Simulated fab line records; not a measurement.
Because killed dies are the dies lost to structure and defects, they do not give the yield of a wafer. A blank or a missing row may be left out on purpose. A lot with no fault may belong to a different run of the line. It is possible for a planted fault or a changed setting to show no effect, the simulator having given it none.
Comparing a struck lot with a sound one    flow nand-harc    19 steps out of a route of 1302
Sound: wafers L742.1, L742.4, L742.5. Struck: wafers L753.1, L753.2, L753.6. Last of all comes the cause.
At each step with rows: each side's tool, then ch and its chambers, then its first start. Under that, the readings that differ: sound wafers    struck wafers    difference of the means    sigmas: that difference in standard deviations of wafers without a fault.
alike: words and numbers the same on both sides, and readings whose means are apart by under 2 such deviations; not compared: readings that were withheld, readings missing a value for some wafer, numbers with overlapping values and no deviation given by the record, and bounds like >300 which may hide the same value.
Wherever a step has rows on one side only, a row that says differs or no value, or a row with sigmas, the two part there. Numbers that don't overlap but have no deviation are shown without sigmas and don't part them. A reading that every wafer of one side lacks parts them only if that side has two wafers or more.

NHARC_P_ZERO_WELL_CD_MEAS_11: target cd 500 nm.
  sound on cd-sem-01 ch 0, day 1 21:14; struck on cd-sem-03 ch 0, day 6 11:14
  alike: cd-nm
then, 1 step without rows for these wafers: NHARC_P_ZERO_WELL_HARDBAKE_12 (time 65 s).
NHARC_P_ZERO_WELL_DESCUM_13: chemistry O2, time 3 s.
  sound on rie-diel-02 ch 0,1,2, day 1 21:25; struck on rie-diel-13 ch 1,3, day 6 11:23
  alike: drypump-motor-current-A, oes-product-au, rf-vpp-V, showerhead-plenum-p-Torr, throttle-valve-pct
  not compared: rf-hours-counter-h
NHARC_P_ZERO_WELL_ETCH_65: etches the open film in N2/H2, target depth 80 nm, overetch 24 nm, time 87.88 s.
  sound on rie-diel-02 ch 0,1,2, day 1 21:31; struck on rie-diel-13 ch 0,1,3, day 6 11:29
  alike: drypump-motor-current-A, n2-flow-sccm, oes-product-au, rf-vpp-V, showerhead-plenum-p-Torr, throttle-valve-pct
  not compared: rf-hours-counter-h
NHARC_P_ZERO_WELL_ETCH_62: etches the open film in CHF3/Ar, target depth 13 nm, time 6.5 s.
  sound: rie-diel-02 ch 0,1,3; struck: rie-diel-13 ch 0,2
  alike: drypump-motor-current-A, oes-product-au, rf-vpp-V, showerhead-plenum-p-Torr, throttle-valve-pct
  not compared: rf-hours-counter-h
NHARC_P_ZERO_WELL_ETCH_63: etches the open film in HBr/Cl2, target depth 120 nm, time 40.1 s.
  sound on rie-si-06 ch 0,1,2, day 1 22:47; struck on rie-si-03 ch 0,1,2, day 6 11:39
  alike: drypump-motor-current-A, oes-product-au, throttle-valve-pct
  not compared: rf-hours-counter-h
then, 6 steps without rows for these wafers: NHARC_P_ZERO_WELL_STRIP_15 (strips in SPM, time 900 s); NHARC_P_ZERO_WELL_DEHYDRATE_16 (time 120 s); NHARC_P_ZERO_WELL_HMDS_17 (time 30 s); NHARC_P_ZERO_WELL_COAT_18; NHARC_P_ZERO_WELL_SOFTBAKE_19 (time 95 s); NHARC_P_ZERO_WELL_EBR_20.
NHARC_P_ZERO_WELL_EXPOSE_21: exposes mask P NWELL, target cd 720 nm.
  sound on krf-scanner-04 ch 0, day 1 23:33; struck on krf-scanner-01 ch 0, day 6 12:27
reading  sound                          struck                                  difference  sigmas
mask     P_NWELL#0 P_NWELL#0 P_NWELL#0  P_NWELL_R1#0 P_NWELL_R1#0 P_NWELL_R1#0  differs     
  alike: focus-offset-nm
then, 2 steps without rows for these wafers: NHARC_P_ZERO_WELL_PEB_22 (peb time 85 s); NHARC_P_ZERO_WELL_DEVELOP_23 (time 70 s).
NHARC_P_ZERO_WELL_CD_MEAS_24: target cd 720 nm.
  sound on cd-sem-02 ch 0, day 1 23:43; struck on cd-sem-03 ch 0
reading     sound              struck             difference  sigmas
cd-nm (nm)  718.9 720.1 716.9  692.5 686.2 691.0  -28.7       -13
  not compared: hold
NHARC_P_ZERO_WELL_DESCUM_26: chemistry O2, time 3 s.
  sound on rie-diel-13 ch 0,2, day 1 23:53; struck on rie-diel-13 ch 0,1, day 6 21:43
reading                       sound              struck             difference  sigmas
model.P_ZERO_WELL.cd-nm (nm)  718.7 719.9 716.6  692.6 686.5 691.6  -28.2       
  alike: drypump-motor-current-A, oes-product-au, rf-vpp-V, showerhead-plenum-p-Torr, throttle-valve-pct
  not compared: rf-hours-counter-h
next, for these wafers, 1 step has no rows: NHARC_P_ZERO_WELL_IMPLANT_27.
-- record jumps: 23 days between struck wafers' starts before vs after; left off in module P_ZERO_WELL, resumes in module END, first step shown is number 1302 of the route --
NHARC_END_SORT_01:
  only the struck wafers appear in the record here, on prober-02 ch 0 at day 29 17:23; the sound ones have no rows

== WHERE THEY PART ==
Last at NHARC_END_SORT_01 as far as this record goes, first at NHARC_P_ZERO_WELL_EXPOSE_21.

WHY: whatever the simulator had introduced
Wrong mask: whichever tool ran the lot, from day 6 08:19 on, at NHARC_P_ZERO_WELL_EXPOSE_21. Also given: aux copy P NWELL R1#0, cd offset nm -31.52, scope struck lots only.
